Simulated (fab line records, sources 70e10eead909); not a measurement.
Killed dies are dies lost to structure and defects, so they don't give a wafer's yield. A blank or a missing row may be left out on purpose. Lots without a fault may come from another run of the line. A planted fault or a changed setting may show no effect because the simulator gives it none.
One fault seen from 2 desks | flow nand_harc | each desk has only its own numbers; what lay behind them comes last

THE DEFECT DESK
What the inspections along the route counted, lot by lot: means of the sampled wafers that have a number. A lot is out of limits, marked OUT, if its mean lies more than 4 standard deviations from the usual mean; the brackets give that distance.
Columns: A = raw_defect_count at NHARC_A_CHANNEL_HOLE_D1_INSPECT_40, usual 72
lot  | first seen here | A
L916 | day 9 02:46     | 47
L917 | day 9 15:47     | 38
L918 | day 9 20:54     | 80
L920 | day 10 18:42    | 91
L921 | day 11 07:05    | 88
L926 | day 13 14:49    | 229 (+6.1) OUT
L935 | day 17 04:53    | 65
L936 | day 17 16:53    | 56
L937 | day 18 01:13    | 50
L938 | day 18 01:38    | 66
This desk's finding: out of limits on L926; first on L926, day 13 14:49 (raw_defect_count at NHARC_A_CHANNEL_HOLE_D1_INSPECT_40). In limits: L916, L917, L918, L920, L921, L935, L936, L937, L938.

THE TOOL OWNER'S DESK: rie_diel-11
The tool's own readings at NHARC_A_CHANNEL_HOLE_D1_ETCH_16 (etches the open film in O2/COS, target depth 3100 nm, time 806 s): means of the sampled wafers that have a number, for each lot that ran on this tool. A lot is out of limits, marked OUT, if its mean lies more than 4 standard deviations from the usual mean; the brackets give that distance.
Columns: A = drypump_motor_current_A at NHARC_A_CHANNEL_HOLE_D1_ETCH_16, usual 5.63 A; B = oes_product_au at NHARC_A_CHANNEL_HOLE_D1_ETCH_16, usual 0.999 a.u.; C = rf_vpp_V at NHARC_A_CHANNEL_HOLE_D1_ETCH_16, usual 315.5 V; D = showerhead_plenum_p_Torr at NHARC_A_CHANNEL_HOLE_D1_ETCH_16, usual 3.21 Torr; E = throttle_valve_pct at NHARC_A_CHANNEL_HOLE_D1_ETCH_16, usual 28.330 %
lot  | first seen here | A    | B     | C     | D    | E
L916 | day 8 15:41     | 5.58 | 1.009 | 316.2 | 3.28 | 28.323
L917 | day 9 09:25     | 5.66 | 0.995 | 315.8 | 3.27 | 28.331
L920 | day 10 12:19    | 5.52 | 1.002 | 315.3 | 3.21 | 28.327
L921 | day 11 00:34    | 5.60 | 1.003 | 316.7 | 3.27 | 28.335
L926 | day 13 04:52    | 5.58 | 1.005 | 316.6 | 3.27 | 28.327
L935 | day 16 22:14    | 5.76 | 0.982 | 315.8 | 3.26 | 28.319
L936 | day 17 05:27    | 5.71 | 0.996 | 315.0 | 3.20 | 28.336
L937 | day 17 17:52    | 5.56 | 0.999 | 314.9 | 3.14 | 28.330
L938 | day 17 18:40    | 5.49 | 1.004 | 315.6 | 3.21 | 28.326
This desk's finding: nothing out of limits on any of the 9 lots.

PUT TOGETHER
The defect desk could have raised an alarm at day 13 14:49, on L926.
The tool owner's desk saw nothing out of limits.
The tool owner's desk has L926 on record, within its limits.
Of the lots named, all ran NHARC_A_CHANNEL_HOLE_D1_ETCH_16 on rie_diel-11.

WHAT THE SIMULATOR HAD PUT IN
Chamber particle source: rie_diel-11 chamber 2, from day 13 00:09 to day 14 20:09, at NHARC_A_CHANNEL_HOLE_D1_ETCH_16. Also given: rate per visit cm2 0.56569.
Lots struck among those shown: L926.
Hours from the fault's start to each desk's first reading out of limits: the defect desk, 15.
